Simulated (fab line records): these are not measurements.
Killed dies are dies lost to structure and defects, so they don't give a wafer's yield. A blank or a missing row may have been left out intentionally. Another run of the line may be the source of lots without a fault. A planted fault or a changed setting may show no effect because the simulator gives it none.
fab line records | flow nandHarc
record: lots: 24 wafers: 72 lastDay: 25
route steps=1159 shown P_BONDPAD@379 A_ONON_D1@431 A_CHANNEL_HOLE_D1@474 A_STAIRCASE@532
lots that met no fault: taken from a fault-free run of the same line
startH: hours from the record's opening day to when the first of the lot's shown wafers began | waitH: hours elapsed since this lot's preceding step | " as in the row above | L1.1+2: several wafers, shown together as one row | - no value, or no start was given | * or withheld: withheld | < > ~ a bound
route shown NAME@n: a module of which the file shows steps, and the number in the route of the first | usual: mean and standard deviation over wafers with no fault | same: alike in all rows | chamber/n: place in a boat | sites: the reading at each site | _std_site: the values' standard deviation | _edge_site: the outer-site mean with the inner-site mean subtracted | radiusMm: how far each site lies from the wafer's centre | mask NAME#n: copy n | behind: tool/chamber where the wafer was last shaped | hold: why the lot was held/for how many hours/how that ended | device: names the non-switching transistor (n, p or np) | end of line: tests run on the same wafers once the route is complete | step lacking rows: just its recipe | killed: dies lost to structure and defects at the first sort, not the wafer's yield | map: a wafer's dies, marking killed ones x, the rest . and places with no die _
set.NAME: the setting the step ran with; set.NAME@STEP: the setting that earlier step ran with | model.NAME: the simulator's own value behind a step, which no gauge read
route steps across a sampled set of lots; one table per step, one row per wafer
services: a tool's chamber out of use, with start hour (startH, from the record's first day; less than 0 if before it), hours out, and reason
== steps ==
step: NHARC_P_BONDPAD_ANNEAL_28
recipe: tempC: 225 timeS: 90
usual: wafer_temp_C_max: 226.0/0.31
columns lot.wafer tool chamber startH waitH wafer_temp_C_max
L075.3 rtpAnneal-01 0 137.05 0.3 225.9
L075.5 " 0 " " 225.9
L075.6 " 0 " " 226.1
L074.3 rtpAnneal-02 0 142.87 0.3 225.4
L074.4 " 0 " " 225.7
L074.6 " 0 " " 225.6
L076.1 rtpAnneal-01 0 147.79 0.3 226.4
L076.2 " 0 " " 226.5
L076.5 " 0 " " 226.2
L077.2 rtpAnneal-01 0 148.38 - 226.4
L077.3 " 0 " " 226.2
L077.4 " 0 " " 226.6
L079.1 rtpAnneal-01 0 154.37 0.4 226.2
L079.5 " 0 " " 226.0
L079.6 " 0 " " 225.8
L078.2 rtpAnneal-01 0 155.32 0.4 226.5
L078.4 " 0 " " 226.2
L078.5 " 0 " " 226.3
L080.1 rtpAnneal-01 0 168.24 0.3 226.3
L080.2 " 0 " " 226.0
L080.3 " 0 " " 226.2
L081.1 rtpAnneal-02 0 182.57 - 225.8
L081.3 " 0 " " 225.8
L081.6 " 0 " " 225.6
L082.1 rtpAnneal-01 0 183.27 - 226.3
L082.3 " 0 " " 226.3
L082.6 " 0 " " 225.8
L083.2 rtpAnneal-01 0 184.58 0.3 226.2
L083.4 " 0 " " 225.5
L083.6 " 0 " " 226.4
L084.1 rtpAnneal-01 0 189.37 0.3 226.2
L084.4 " 0 " " 226.0
L084.5 " 0 " " 225.9
L089.2 rtpAnneal-02 0 210.58 0.4 225.4
L089.3 " 0 " " 226.1
L089.6 " 0 " " 225.7
L086.1 rtpAnneal-01 0 211.76 0.3 226.2
L086.3 " 0 " " 226.1
L086.5 " 0 " " 226.1
L085.1 rtpAnneal-02 0 213.14 0.4 225.9
L085.2 " 0 " " 225.9
L085.4 " 0 " " 225.5
L088.1 rtpAnneal-01 0 218.25 0.3 226.6
L088.3 " 0 " " 226.0
L088.5 " 0 " " 226.1
L087.3 rtpAnneal-02 0 218.45 - 225.5
L087.5 " 0 " " 225.7
L087.6 " 0 " " 225.8
L090.1 rtpAnneal-02 0 226.75 - 225.9
L090.2 " 0 " " 225.7
L090.6 " 0 " " 225.9
L091.2 rtpAnneal-01 0 231.76 0.3 225.6
L091.3 " 0 " " 226.0
L091.4 " 0 " " 225.9
L092.4 rtpAnneal-02 0 241.81 0.3 225.6
L092.5 " 0 " " 225.8
L092.6 " 0 " " 225.5
L094.1 rtpAnneal-01 0 242.22 0.3 226.3
L094.2 " 0 " " 226.2
L094.3 " 0 " " 226.3
L093.3 rtpAnneal-02 0 243.81 - 225.8
L093.4 " 0 " " 225.8
L093.5 " 0 " " 225.5
L095.2 rtpAnneal-01 0 256.12 - 226.2
L095.4 " 0 " " 226.2
L095.6 " 0 " " 226.0
L096.2 rtpAnneal-02 0 256.37 - 225.7
L096.3 " 0 " " 225.6
L096.4 " 0 " " 225.6
L097.2 rtpAnneal-02 0 272.88 0.4 225.8
L097.3 " 0 " " 225.8
L097.6 " 0 " " 225.9
step: NHARC_A_ONON_D1_THK_MEAS_11
recipe: thkMeasGauge: ellipsometry
usual: thkNm: 997/11
columns lot.wafer tool chamber startH waitH thkNm
L075.3 filmMetro-01 - 163.19 - 1022
L075.5 " - " " 1021
L075.6 " - " " 1020
L074.3 filmMetro-01 - 171.27 - 998
L074.4 " - " " 998
L074.6 " - " " 998
L077.2 filmMetro-02 - 171.28 - 994
L077.3 " - " " 996
L077.4 " - " " 995
L076.1 filmMetro-01 - 171.40 - 1002
L076.2 " - " " 1002
L076.5 " - " " 1000
L078.2 filmMetro-01 - 181.17 - 993
L078.4 " - " " 993
L078.5 " - " " 993
L079.1 filmMetro-01 - 181.30 - 981
L079.5 " - " " 980
L079.6 " - " " 980
L080.1 filmMetro-02 - 197.93 - 1000
L080.2 " - " " 1000
L080.3 " - " " 1000
L081.1 filmMetro-01 - 213.86 - 996
L081.3 " - " " 996
L081.6 " - " " 996
L082.1 filmMetro-02 - 213.89 - 985
L082.3 " - " " 981
L082.6 " - " " 982
L083.2 filmMetro-01 - 214.01 - 982
L083.4 " - " " 983
L083.6 " - " " 983
L084.1 filmMetro-01 - 214.22 - 1006
L084.4 " - " " 1007
L084.5 " - " " 1007
L085.1 filmMetro-01 - 236.43 - 998
L085.2 " - " " 998
L085.4 " - " " 998
L089.2 filmMetro-02 - 236.45 - 989
L089.3 " - " " 988
L089.6 " - " " 988
L086.1 filmMetro-02 - 236.49 - 1005
L086.3 " - " " 1004
L086.5 " - " " 1003
L088.1 filmMetro-01 - 244.82 - 1001
L088.3 " - " " 1002
L088.5 " - " " 1000
L087.3 filmMetro-02 - 244.85 - 1011
L087.5 " - " " 1011
L087.6 " - " " 1011
L090.1 filmMetro-02 - 253.24 - 999
L090.2 " - " " 1000
L090.6 " - " " 998
L091.2 filmMetro-01 - 261.79 - 994
L091.3 " - " " 995
L091.4 " - " " 995
L094.1 filmMetro-01 - 272.34 - 1005
L094.2 " - " " 1006
L094.3 " - " " 1006
L093.3 filmMetro-02 - 272.35 - 991
L093.4 " - " " 993
L093.5 " - " " 994
L092.4 filmMetro-02 - 272.48 - 988
L092.5 " - " " 987
L092.6 " - " " 987
L096.2 filmMetro-02 - 282.48 - 972
L096.3 " - " " 974
L096.4 " - " " 974
L095.2 filmMetro-02 - 282.60 - 1002
L095.4 " - " " 1000
L095.6 " - " " 999
L097.2 filmMetro-02 - 303.55 - 1018
L097.3 " - " " 1018
L097.6 " - " " 1018
step: NHARC_A_ONON_D1_INSPECT_32
usual: rawDefectCount: 69/21
columns lot.wafer tool chamber startH waitH rawDefectCount
L075.3 defectInspect-01 - 174.02 0.0 71
L075.5 " - " " 50
L075.6 " - " " 57
L074.3 defectInspect-02 - 182.61 0.0 43
L074.4 " - " " 67
L074.6 " - " " 65
L077.2 defectInspect-02 - 182.84 0.0 57
L077.3 " - " " 51
L077.4 " - " " 52
L076.1 defectInspect-01 - 182.88 0.0 52
L076.2 " - " " 86
L076.5 " - " " 64
L079.1 defectInspect-01 - 191.77 0.0 65
L079.5 " - " " 64
L079.6 " - " " 90
L078.2 defectInspect-02 - 191.79 0.0 59
L078.4 " - " " 114
L078.5 " - " " 54
L080.1 defectInspect-02 - 209.21 0.0 60
L080.2 " - " " 120
L080.3 " - " " 105
L081.1 defectInspect-02 - 224.34 0.0 64
L081.3 " - " " 50
L081.6 " - " " 43
L082.1 defectInspect-01 - 224.34 0.0 52
L082.3 " - " " 89
L082.6 " - " " 60
L083.2 defectInspect-02 - 224.45 0.0 61
L083.4 " - " " 57
L083.6 " - " " 46
L084.1 defectInspect-01 - 224.67 0.0 114
L084.4 " - " " 65
L084.5 " - " " 99
L085.1 defectInspect-02 - 247.85 0.0 53
L085.2 " - " " 87
L085.4 " - " " 92
L089.2 defectInspect-01 - 248.02 0.0 118
L089.3 " - " " 95
L089.6 " - " " 73
L086.1 defectInspect-02 - 248.14 0.0 81
L086.3 " - " " 79
L086.5 " - " " 47
L088.1 defectInspect-01 - 255.45 0.1 83
L088.3 " - " " 60
L088.5 " - " " 78
L087.3 defectInspect-02 - 255.57 0.0 82
L087.5 " - " " 66
L087.6 " - " " 70
L090.1 defectInspect-01 - 265.11 0.0 51
L090.2 " - " " 50
L090.6 " - " " 51
L091.2 defectInspect-02 - 274.92 0.0 65
L091.3 " - " " 98
L091.4 " - " " 52
L092.4 defectInspect-02 - 283.37 0.0 56
L092.5 " - " " 69
L092.6 " - " " 57
L094.1 defectInspect-01 - 283.64 0.0 63
L094.2 " - " " 54
L094.3 " - " " 87
L093.3 defectInspect-01 - 283.85 0.0 100
L093.4 " - " " 60
L093.5 " - " " 76
L096.2 defectInspect-02 - 292.97 0.0 67
L096.3 " - " " 70
L096.4 " - " " 78
L095.2 defectInspect-02 - 293.22 0.0 61
L095.4 " - " " 63
L095.6 " - " " 59
L097.2 defectInspect-02 - 317.06 0.0 50
L097.3 " - " " 75
L097.6 " - " " 63
step: NHARC_A_CHANNEL_HOLE_D1_ETCH_22
recipe: biasV: 3000 sourceW: withheld pressureMtorr: 20 timeS: 666.7 arFlowSccm: 375 c4f8FlowSccm: 89.3 o2FlowSccm: 35.7 tempC: -20 targetDepthA: 16000 chemistry: C4F8/O2/Ar
usual: drypumpMotorCurrentA: 6.02/0.26 escClampCurrentUA: 0.0209/0.00055 heBacksideLeakSccm: 5.7/0.53 showerheadPlenumPTorr: 3.74/0.11 throttleValvePct: 32.154/0.009
columns lot.wafer tool chamber startH waitH drypumpMotorCurrentA escClampCurrentUA heBacksideLeakSccm rfHoursCounterH showerheadPlenumPTorr throttleValvePct
L075.3 harEtch-01 0 183.41 0.4 5.72 0.0215 6.1 - 3.83 32.168
L075.6 " 1 " " 6.18 0.0203 5.2 - 3.72 32.150
L075.5 " 0 " " 5.72 0.0214 6.1 - 3.83 32.150
L074.4 harEtch-02 1 188.06 0.4 6.36 0.0203 4.9 - 3.59 32.155
L074.3 " 0 " " 5.82 0.0213 5.7 - 3.87 32.154
L074.6 " 0 " " 5.81 0.0213 5.9 - 3.87 32.160
L077.2 harEtch-01 0 188.07 0.4 5.74 0.0215 6.1 188 3.83 32.134
L077.4 " 0 " " 5.70 0.0215 6.5 - 3.83 32.178
L077.3 " 1 " " 6.19 0.0203 5.2 - 3.72 32.167
L076.1 harEtch-02 1 192.05 0.4 6.33 0.0202 5.2 111 3.59 32.163
L076.2 " 0 " " 5.83 0.0213 5.4 111 3.87 32.146
L076.5 " 1 " " 6.34 0.0202 5.0 - 3.59 32.155
L078.2 harEtch-01 1 196.88 0.4 6.18 0.0202 5.4 193 3.72 32.146
L078.4 " 1 " " 6.17 0.0203 5.1 - 3.72 32.157
L078.5 " 0 " " 5.74 0.0215 5.9 - 3.82 32.160
L079.1 harEtch-02 1 196.92 0.4 6.36 0.0203 5.1 115 3.59 32.158
L079.5 " 1 " " 6.34 0.0204 5.2 - 3.59 32.158
L079.6 " 0 " " 5.82 0.0213 5.9 - 3.87 32.138
L080.1 harEtch-01 0 214.83 0.4 5.71 0.0215 6.2 201 3.82 32.151
L080.2 " 1 " " 6.19 0.0203 5.1 201 3.71 32.161
L080.3 " 0 " " 5.72 0.0215 6.2 - 3.82 32.149
L081.1 harEtch-01 1 229.16 0.4 6.18 0.0203 5.4 205 3.71 32.146
L081.3 " 0 " " 5.73 0.0215 6.6 - 3.82 32.170
L081.6 " 0 " " 5.71 0.0215 6.5 - 3.82 32.153
L082.1 harEtch-02 0 229.66 0.4 5.82 0.0213 6.1 125 3.86 32.159
L082.3 " 1 " " 6.35 0.0203 5.4 - 3.58 32.143
L082.6 " 1 " " 6.33 0.0203 5.4 - 3.58 32.158
L083.2 harEtch-01 0 233.42 0.4 5.71 0.0215 6.2 209 3.81 32.146
L083.4 " 0 " " 5.72 0.0215 6.3 - 3.81 32.146
L083.6 " 1 " " 6.18 0.0204 5.4 - 3.71 32.147
L084.1 harEtch-02 1 233.72 0.4 6.37 0.0203 4.9 129 3.58 32.155
L084.4 " 0 " " 5.82 0.0213 5.9 - 3.86 32.150
L084.5 " 0 " " 5.80 0.0214 5.7 - 3.86 32.151
L085.1 harEtch-02 0 254.26 0.4 5.82 0.0213 6.0 136 3.86 32.143
L085.2 " 1 " " 6.34 0.0203 5.1 136 3.58 32.161
L085.4 " 1 " " 6.35 0.0203 5.0 - 3.58 32.150
L089.2 harEtch-01 1 254.93 0.4 6.17 0.0203 5.4 218 3.70 32.158
L089.3 " 1 " " 6.17 0.0203 5.6 - 3.70 32.145
L089.6 " 1 " " 6.16 0.0203 5.4 - 3.70 32.162
L086.1 harEtch-02 1 258.47 0.4 6.36 0.0204 5.2 139 3.57 32.156
L086.3 " 1 " " 6.37 0.0203 5.1 - 3.57 32.145
L086.5 " 1 " " 6.35 0.0203 5.1 - 3.57 32.160
L088.1 harEtch-01 0 263.02 0.4 5.70 0.0215 6.4 223 3.81 32.150
L088.3 " 0 " " 5.71 0.0215 5.8 - 3.81 32.162
L088.5 " 1 " " 6.18 0.0203 5.3 - 3.70 32.139
L087.3 harEtch-02 1 263.97 0.4 6.36 0.0203 5.3 - 3.57 32.163
L087.5 " 0 " " 5.83 0.0214 6.2 - 3.85 32.156
L087.6 " 1 " " 6.32 0.0204 5.2 - 3.57 32.153
L090.1 harEtch-02 1 271.82 0.4 6.36 0.0203 5.1 147 3.57 32.157
L090.2 " 0 " " 5.83 0.0214 6.0 147 3.85 32.146
L090.6 " 1 " " 6.32 0.0203 5.1 - 3.57 32.164
L091.2 harEtch-02 1 279.87 0.4 6.31 0.0203 5.1 151 3.57 32.159
L091.3 " 1 " " 6.32 0.0203 5.1 - 3.57 32.160
L091.4 " 0 " " 5.78 0.0213 5.9 - 3.85 32.158
L092.4 harEtch-01 0 288.60 0.4 5.70 0.0215 6.7 - 3.80 32.162
L092.5 " 1 " " 6.19 0.0203 5.7 - 3.70 32.164
L092.6 " 0 " " 5.73 0.0216 6.6 - 3.80 32.160
L094.2 harEtch-02 1 289.54 0.4 6.37 0.0203 5.3 155 3.57 32.153
L094.1 " 0 " " 5.81 0.0214 5.9 155 3.85 32.149
L094.3 " 0 " " 5.83 0.0213 5.7 - 3.84 32.150
L093.3 harEtch-01 0 292.67 0.4 5.74 0.0215 7.0 - 3.80 32.160
L093.4 " 1 " " 6.18 0.0204 5.4 - 3.69 32.156
L093.5 " 0 " " 5.68 0.0214 7.0 - 3.80 32.143
L096.2 harEtch-01 1 298.22 0.4 6.19 0.0204 5.4 241 3.69 32.164
L096.4 " 0 " " 5.71 0.0215 6.7 - 3.80 32.163
L096.3 " 1 " " 6.17 0.0204 5.6 - 3.69 32.149
L095.2 harEtch-02 1 298.95 0.4 6.37 0.0204 5.2 162 3.56 32.145
L095.4 " 0 " " 5.81 0.0213 6.1 - 3.84 32.176
L095.6 " 1 " " 6.36 0.0203 5.2 - 3.56 32.147
L097.2 harEtch-01 1 322.86 0.4 6.19 0.0204 4.7 1 3.69 32.134
L097.3 " 1 " " 6.19 0.0204 5.0 - 3.69 32.140
L097.6 " 1 " " 6.20 0.0203 4.7 - 3.69 32.155
step: NHARC_A_CHANNEL_HOLE_D1_ETCH_26
recipe: biasV: 300 sourceW: 2000 pressureMtorr: 30 timeS: 224.1 arFlowSccm: 375 c4f8FlowSccm: 11.4 o2FlowSccm: 113.6 tempC: -20 targetDepthA: 3000 chemistry: C4F8/O2/Ar
usual: drypumpMotorCurrentA: 6.02/0.26 escClampCurrentUA: 0.0209/0.00055 heBacksideLeakSccm: 5.7/0.6 showerheadPlenumPTorr: 3.78/0.11 throttleValvePct: 24.584/0.0091
columns lot.wafer tool chamber startH waitH drypumpMotorCurrentA escClampCurrentUA heBacksideLeakSccm rfHoursCounterH showerheadPlenumPTorr throttleValvePct
L075.3 harEtch-01 0 186.13 0.4 5.70 0.0214 6.5 - 3.88 24.597
L075.6 " 1 " " 6.18 0.0203 5.4 - 3.77 24.589
L075.5 " 0 " " 5.70 0.0215 6.3 - 3.88 24.596
L074.4 harEtch-02 1 190.86 0.5 6.38 0.0204 5.0 - 3.63 24.592
L074.3 " 0 " " 5.84 0.0213 5.9 - 3.93 24.584
L074.6 " 0 " " 5.84 0.0212 5.9 - 3.93 24.589
L077.2 harEtch-01 0 190.98 0.7 5.70 0.0215 6.3 190 3.88 24.570
L077.4 " 0 " " 5.72 0.0216 6.4 - 3.88 24.580
L077.3 " 1 " " 6.20 0.0203 5.3 - 3.77 24.578
L076.1 harEtch-02 1 194.97 0.7 6.35 0.0203 4.9 114 3.63 24.586
L076.2 " 0 " " 5.82 0.0213 5.6 114 3.92 24.584
L076.5 " 1 " " 6.37 0.0203 4.9 - 3.63 24.590
L078.2 harEtch-01 1 199.77 0.7 6.17 0.0203 5.4 196 3.76 24.562
L078.4 " 1 " " 6.18 0.0203 5.4 - 3.76 24.577
L078.5 " 0 " " 5.70 0.0215 6.6 - 3.88 24.580
L079.1 harEtch-02 1 199.83 0.7 6.30 0.0203 5.2 118 3.63 24.591
L079.5 " 1 " " 6.35 0.0203 5.3 - 3.63 24.576
L079.6 " 0 " " 5.84 0.0213 6.0 - 3.92 24.575
L080.1 harEtch-01 0 217.73 0.7 5.70 0.0215 6.6 204 3.87 24.582
L080.2 " 1 " " 6.19 0.0204 5.4 204 3.76 24.591
L080.3 " 0 " " 5.73 0.0215 6.2 - 3.87 24.582
L081.1 harEtch-01 1 232.07 0.7 6.19 0.0203 5.4 208 3.76 24.584
L081.3 " 0 " " 5.71 0.0215 5.8 - 3.87 24.577
L081.6 " 0 " " 5.70 0.0215 6.7 - 3.87 24.586
L082.1 harEtch-02 0 232.50 0.6 5.82 0.0213 5.7 128 3.92 24.591
L082.3 " 1 " " 6.36 0.0203 5.1 - 3.62 24.595
L082.6 " 1 " " 6.39 0.0203 5.0 - 3.62 24.581
L083.2 harEtch-01 0 236.24 0.6 5.71 0.0214 6.7 212 3.87 24.596
L083.4 " 0 " " 5.71 0.0216 6.5 - 3.87 24.591
L083.6 " 1 " " 6.18 0.0203 5.2 - 3.75 24.572
L084.1 harEtch-02 1 236.62 0.7 6.40 0.0203 5.0 131 3.62 24.592
L084.4 " 0 " " 5.83 0.0213 6.1 - 3.91 24.591
L084.5 " 0 " " 5.82 0.0213 6.1 - 3.91 24.580
L085.1 harEtch-02 0 257.21 0.7 5.82 0.0214 6.0 138 3.91 24.598
L085.2 " 1 " " 6.35 0.0203 7.3 138 3.61 24.605
L085.4 " 1 " " 6.38 0.0203 5.1 - 3.61 24.575
L089.2 harEtch-01 1 257.77 0.6 6.18 0.0203 5.3 220 3.75 24.594
L089.3 " 1 " " 6.18 0.0204 5.3 - 3.75 24.576
L089.6 " 1 " " 6.18 0.0204 5.4 - 3.75 24.590
L086.1 harEtch-02 1 261.38 0.7 6.37 0.0204 5.2 142 3.61 24.595
L086.3 " 1 " " 6.39 0.0204 5.5 - 3.61 24.590
L086.5 " 1 " " 6.34 0.0203 5.4 - 3.61 24.588
L088.1 harEtch-01 0 265.87 0.6 5.69 0.0215 6.1 226 3.86 24.578
L088.3 " 0 " " 5.73 0.0215 6.8 - 3.86 24.570
L088.5 " 1 " " 6.18 0.0203 5.5 - 3.75 24.595
L087.3 harEtch-02 1 266.70 0.4 6.36 0.0203 5.3 - 3.61 24.583
L087.5 " 0 " " 5.82 0.0213 5.6 - 3.90 24.589
L087.6 " 1 " " 6.36 0.0204 5.1 - 3.61 24.593
L090.1 harEtch-02 1 274.71 0.7 6.33 0.0204 5.3 150 3.61 24.589
L090.2 " 0 " " 5.82 0.0214 5.7 150 3.90 24.590
L090.6 " 1 " " 6.37 0.0205 5.2 - 3.61 24.584
L091.2 harEtch-02 1 282.77 0.7 6.36 0.0203 5.1 154 3.61 24.596
L091.3 " 1 " " 6.34 0.0204 5.1 - 3.61 24.581
L091.4 " 0 " " 5.84 0.0213 6.4 - 3.90 24.586
L092.4 harEtch-01 0 291.32 0.4 5.70 0.0215 7.0 - 3.85 24.571
L092.5 " 1 " " 6.18 0.0203 5.6 - 3.74 24.587
L092.6 " 0 " " 5.69 0.0215 7.2 - 3.85 24.588
L094.2 harEtch-02 1 292.43 0.7 6.37 0.0204 5.2 158 3.60 24.592
L094.1 " 0 " " 5.83 0.0214 6.0 158 3.90 24.579
L094.3 " 0 " " 5.84 0.0213 5.7 - 3.90 24.585
L093.3 harEtch-01 0 295.48 0.5 5.71 0.0215 6.7 - 3.85 24.584
L093.4 " 1 " " 6.18 0.0203 5.5 - 3.74 24.595
L093.5 " 0 " " 5.70 0.0215 6.2 - 3.85 24.577
L096.2 harEtch-01 1 301.06 0.6 6.19 0.0203 5.5 244 3.74 24.598
L096.4 " 0 " " 5.71 0.0215 6.7 - 3.85 24.595
L096.3 " 1 " " 6.18 0.0204 5.5 - 3.74 24.583
L095.2 harEtch-02 1 301.85 0.7 6.37 0.0203 5.5 165 3.60 24.580
L095.4 " 0 " " 5.81 0.0214 6.2 - 3.89 24.584
L095.6 " 1 " " 6.36 0.0203 5.1 - 3.60 24.582
L097.2 harEtch-01 1 325.75 0.7 6.19 0.0204 4.7 4 3.73 24.580
L097.3 " 1 " " 6.19 0.0203 5.0 - 3.73 24.586
L097.6 " 1 " " 6.18 0.0204 4.9 - 3.73 24.583
step: NHARC_A_STAIRCASE_ETCH_170
recipe: targetDepthA: 2000 timeS: 66.667 ionEnergyEv: 250 c4f6FlowSccm: 25 o2FlowSccm: 20 arFlowSccm: 500 rfW: 600 biasW: 500 chemistry: C4F6/O2
usual: biasW: 500.1/1.5 c4f6FlowSccm: 25.00/0.08 drypumpMotorCurrentA: 5.8/0.46 oesProductAu: 0.969/0.017 rfVppV: 548/3.6 showerheadPlenumPTorr: 3.98/0.17 throttleValvePct: 26.903/0.01
columns lot.wafer tool chamber startH waitH biasW c4f6FlowSccm drypumpMotorCurrentA oesProductAu rfHoursCounterH rfVppV showerheadPlenumPTorr throttleValvePct
L075.3 rieDiel-03 0 - - 501.1 25.06 5.7 0.979 3 549 4.01 26.906
L075.5 " 3 " " 502.1 24.98 5.6 0.961 - 545 3.90 26.907
L075.6 " 0 " " 500.9 25.13 5.7 0.975 - 550 4.01 26.905
L074.4 rieDiel-08 1 - - 500.9 24.99 6.1 0.979 41 544 3.82 26.898
L074.3 " 2 " " 500.9 24.86 6.3 0.968 38 548 4.00 26.891
L074.6 " 2 " " 498.8 24.95 6.3 0.965 - 549 4.00 26.905
L077.3 rieDiel-01 0 - - 500.2 25.11 5.9 0.980 33 540 3.65 26.903
L077.2 " 1 " " 499.5 24.96 5.2 0.973 32 552 4.21 26.888
L077.4 " 2 " " 500.7 24.93 6.3 0.965 32 552 4.14 26.917
L076.1 rieDiel-01 1 - - 500.6 25.00 5.2 0.961 34 553 4.21 26.904
L076.2 " 2 " " 499.7 24.97 6.3 0.957 34 551 4.14 26.896
L076.5 " 0 " " 499.8 24.90 5.9 0.979 - 542 3.65 26.917
L079.1 rieDiel-03 1 - - 501.9 25.01 5.7 0.978 7 544 3.83 26.907
L079.5 " 0 " " 498.0 24.97 5.7 0.986 - 548 4.01 26.925
L079.6 " 1 " " 499.6 25.07 5.7 0.976 - 544 3.83 26.904
L078.4 rieDiel-08 1 - - 500.1 25.05 6.0 0.980 47 545 3.82 26.903
L078.2 " 3 " " 496.3 25.05 6.5 0.986 42 544 3.76 26.905
L078.5 " 2 " " 501.7 24.91 6.3 0.969 - 550 3.99 26.925
L080.1 rieDiel-03 2 - - 498.8 25.09 5.5 0.987 17 549 4.02 26.905
L080.3 " 3 " " 501.5 25.01 5.6 0.952 18 546 3.89 26.911
L080.2 " 0 " " 500.6 24.99 5.7 0.960 18 549 4.00 26.901
L082.3 rieDiel-01 3 - - 502.3 25.09 5.1 0.977 42 549 4.09 26.909
L082.1 " 1 " " 499.7 25.09 5.2 0.964 46 552 4.20 26.894
L082.6 " 3 " " 501.6 25.08 5.0 0.980 - 549 4.09 26.902
L081.3 rieDiel-08 1 - - 499.4 25.00 6.1 0.952 57 543 3.81 26.894
L081.1 " 2 " " 499.0 25.13 6.3 0.952 56 549 3.99 26.895
L081.6 " 1 " " 501.3 24.89 6.0 0.946 - 544 3.81 26.879
L084.1 rieDiel-01 1 - - 499.3 25.06 5.2 0.946 48 553 4.20 26.910
L084.4 " 2 " " 497.9 25.11 6.3 0.925 48 552 4.14 26.911
L084.5 " 0 " " 499.6 24.97 5.9 0.964 - 541 3.64 26.895
L083.2 rieDiel-08 1 - - 500.1 25.09 6.0 1.002 60 544 3.81 26.898
L083.4 " 2 " " 501.0 24.92 6.2 0.995 58 547 3.99 26.905
L083.6 " 1 " " 497.3 24.98 6.0 0.999 - 544 3.81 26.906
L089.2 rieDiel-01 1 - - 499.4 24.85 5.2 0.969 55 551 4.19 26.904
L089.3 " 2 " " 500.1 25.07 6.3 0.945 55 551 4.13 26.900
L089.6 " 1 " " 499.7 24.97 5.2 0.953 - 552 4.19 26.907
L085.2 rieDiel-01 3 - - 503.2 24.98 5.0 0.951 51 550 4.08 26.926
L085.1 " 0 " " 499.5 24.93 5.8 0.958 55 541 3.64 26.895
L085.4 " 2 " " 499.5 25.07 6.3 0.966 55 552 4.13 26.890
L086.3 rieDiel-03 3 - - 498.5 25.21 5.6 0.953 33 546 3.88 26.893
L086.1 " 0 " " 499.1 25.12 5.7 0.969 33 547 3.99 26.905
L086.5 " 1 " " 497.4 24.96 5.7 0.983 - 544 3.81 26.896
L087.3 rieDiel-01 3 - - 501.3 24.98 5.0 0.989 54 550 4.08 26.913
L087.5 " 2 " " 500.9 25.10 6.3 0.973 - 552 4.13 26.905
L087.6 " 3 " " 500.9 25.02 5.0 0.986 - 550 4.08 26.881
L088.3 rieDiel-01 3 - - 503.1 24.95 5.1 0.953 55 550 4.08 26.904
L088.1 " 0 " " 498.8 25.05 5.8 0.965 59 540 3.64 26.914
L088.5 " 3 " " 501.5 25.09 5.1 0.954 - 551 4.08 26.899
L090.1 rieDiel-08 1 - - 499.8 24.88 6.0 0.983 10 544 3.80 26.900
L090.2 " 3 " " 500.5 24.99 6.5 1.003 9 543 3.75 26.906
L090.6 " 2 " " 499.1 25.04 6.2 0.995 - 548 3.98 26.918
L091.4 rieDiel-01 2 - - 501.0 25.08 6.4 0.949 0 551 4.13 26.898
L091.3 " 3 " " 502.4 25.07 5.1 0.947 0 550 4.08 26.920
L091.2 " 0 " " 497.9 24.98 5.9 0.984 0 552 4.23 26.916
L092.4 rieDiel-08 0 - - 500.8 25.06 6.2 0.998 13 547 3.92 26.905
L092.6 " 0 " " 499.2 25.03 6.2 0.992 - 546 3.92 26.893
L092.5 " 1 " " 499.5 24.98 6.1 0.965 - 545 3.80 26.899
L094.1 rieDiel-01 0 - - 499.1 24.89 5.8 0.975 5 552 4.22 26.911
L094.3 " 2 " " 499.3 25.10 6.3 0.947 4 551 4.12 26.895
L094.2 " 3 " " 501.9 24.97 5.0 0.973 5 551 4.07 26.903
L093.4 rieDiel-01 2 - - 499.6 24.95 6.3 0.949 5 552 4.12 26.890
L093.3 " 3 " " 500.8 25.02 5.1 0.965 6 551 4.07 26.882
L093.5 " 3 " " 501.2 24.95 5.1 0.960 - 551 4.07 26.915
L095.2 rieDiel-03 0 - - 501.6 25.04 5.7 0.980 47 548 3.99 26.892
L095.4 " 3 " " 500.8 25.08 5.6 0.967 46 544 3.87 26.908
L095.6 " 1 " " 499.6 24.88 5.6 0.955 - 545 3.81 26.889
L096.4 rieDiel-01 3 - - 499.2 25.02 5.1 0.962 7 550 4.07 26.888
L096.2 " 1 " " 499.0 25.02 5.2 0.984 6 552 4.18 26.921
L096.3 " 2 " " 498.9 25.06 6.4 0.962 6 550 4.12 26.900
L097.2 rieDiel-03 1 - - 502.8 24.84 5.6 0.937 53 544 3.80 26.911
L097.3 " 2 " " 499.5 24.88 5.5 0.945 53 549 4.00 26.897
L097.6 " 0 " " 500.1 24.97 5.7 0.948 - 548 3.98 26.885
== services ==
columns tool chamber startH hours kind
rieDiel-03 3 114.22 4.6 repair
harEtch-02 - 122.95 1.5 repair
rieDiel-08 - 124.80 9.0 pm
rieDiel-01 0 125.14 5.7 repair
rieDiel-01 1 126.20 - clean
rieDiel-01 2 126.20 - clean
rieDiel-01 - 146.45 9.0 pm
harEtch-01 - 156.15 11.3 repair
rieDiel-03 - 215.35 9.0 pm
rieDiel-01 3 215.88 9.7 repair
rieDiel-01 0 264.34 4.4 repair
rieDiel-08 3 265.31 3.5 repair
rtpAnneal-02 - 300.00 12.0 pm
rieDiel-08 - 301.80 9.0 pm
harEtch-01 - 305.00 17.0 pm
harEtch-01 0 305.00 17.0 ventCycle
harEtch-01 1 305.00 17.0 ventCycle
harEtch-01 0 322.00 - clean
harEtch-01 0 322.00 - consumableReplace:focusRing
harEtch-01 1 322.00 - clean
harEtch-01 1 322.00 - consumableReplace:focusRing
rieDiel-01 - 323.45 9.0 pm
harEtch-02 - 335.63 1.4 repair
harEtch-01 - 368.45 8.9 repair
== key ==
fault none
